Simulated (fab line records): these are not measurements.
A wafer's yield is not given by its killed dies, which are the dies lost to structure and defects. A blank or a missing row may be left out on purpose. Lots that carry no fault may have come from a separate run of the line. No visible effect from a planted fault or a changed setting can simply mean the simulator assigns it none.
8D (eight disciplines) problem report, filled in by code	flow nand_harc	the parts of the form that need people (team, actions taken, sign-off) are left out

## 1. WHAT IS WRONG
NHARC_A_BONDPAD_SOFTBAKE_04, heater_power_total_W: mean 207.1 W over 1 wafer from 1 lot; wafers with no fault: 200.6 W, standard deviation 1.3. That puts it +5.0 standard deviations away from the usual mean.
The step: time 70 s.
First seen on wafer L258.2, day 21 01:00, on litho_track-02. The record has a number at this step for 13 wafers belonging to 5 lots. Rule for "out" (also "out of limits"): further than 4 standard deviations from the usual mean. The rest of the wafers with a number are treated as sound.

## 2. WHAT IT IS, AND WHAT IT ISN'T
question	is	is not
which readings at this step	heater_power_total_W	-
which lots	L258	L247, L250, L266, L268
which wafers of those lots	all that have a number	-
read on which tools	litho_track-02	litho_track-03
when	from day 21 01:00	up to then (6 sound wafers); but 6 sound wafers of L266, L268 came after

## 3. WHAT RULES OUT EACH SUSPECT
Counting: a tool at a process step up to the reading stays a suspect if it ran every lot that is out and no sound lot after the first of them.
- pecvd-04 at NHARC_A_M1_PRE_CLEAN_32 (time 12 s): kept. It ran the lot that is out, L258 (day 21 00:05), and no sound lot after that; its last sound lot up to then is L247 (day 18 04:31).
- pecvd-04 at NHARC_A_M1_DEP_33 (deposits SiCN, target thk 30 nm): kept. It ran the lot that is out, L258 (day 21 00:13), and no sound lot after that; its last sound lot up to then is L247 (day 18 04:36).
- pecvd-02 at NHARC_A_BONDPAD_DEP_00 (deposits SiCN, target thk 250 nm): ruled out as a lasting fault. After its first lot that is out, L258 (day 21 01:06), sound lots L266 ran on it. NHARC_A_BONDPAD_DEP_00 gives no start for some lots, so the hours and the order of its lots are those of NHARC_A_BONDPAD_CMP_29.
- cmp-01 at NHARC_A_BONDPAD_CMP_29 (polishes SiCN, target thk 200 nm): ruled out as a lasting fault. After its first lot that is out, L258 (day 21 01:06), sound lots L268 ran on it.
- litho_track-02 at NHARC_A_BONDPAD_SOFTBAKE_04 (time 70 s): ruled out as a lasting fault. After its first lot that is out, L258 (day 21 01:00), sound lots L268 ran on it.
The count leaves pecvd-04 at NHARC_A_M1_DEP_33 and pecvd-04 at NHARC_A_M1_PRE_CLEAN_32.

## 4. THE CAUSE (what the simulator had put in)
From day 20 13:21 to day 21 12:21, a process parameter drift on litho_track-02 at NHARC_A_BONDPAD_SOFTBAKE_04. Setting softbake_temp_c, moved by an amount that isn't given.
Counting ruled it out, wrongly.

## 5. THE CHAIN OF EFFECTS, in route order
Each row: a reading whose mean over the struck wafers that have a number lies more than 3 standard deviations from the usual. Readings are gone through only where the record gives a usual standard deviation; hours: the median, over the lots, of the time from a lot's start at the first step in this table giving one to that lot's start at this step; sigmas: the change measured in usual standard deviations.
hours	step	reading	usual	on struck wafers	change	sigmas
0	NHARC_A_BONDPAD_SOFTBAKE_04	heater_power_total_W	200.6 W	207.1	+6.5	+5.0
It contains these process steps:
- NHARC_A_BONDPAD_SOFTBAKE_04: time 70 s.

## 6. WHAT WOULD HAVE CAUGHT IT SOONER
The fault began at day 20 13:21; the first out-of-limits reading in this record came at day 21 01:00, 12 hours later.
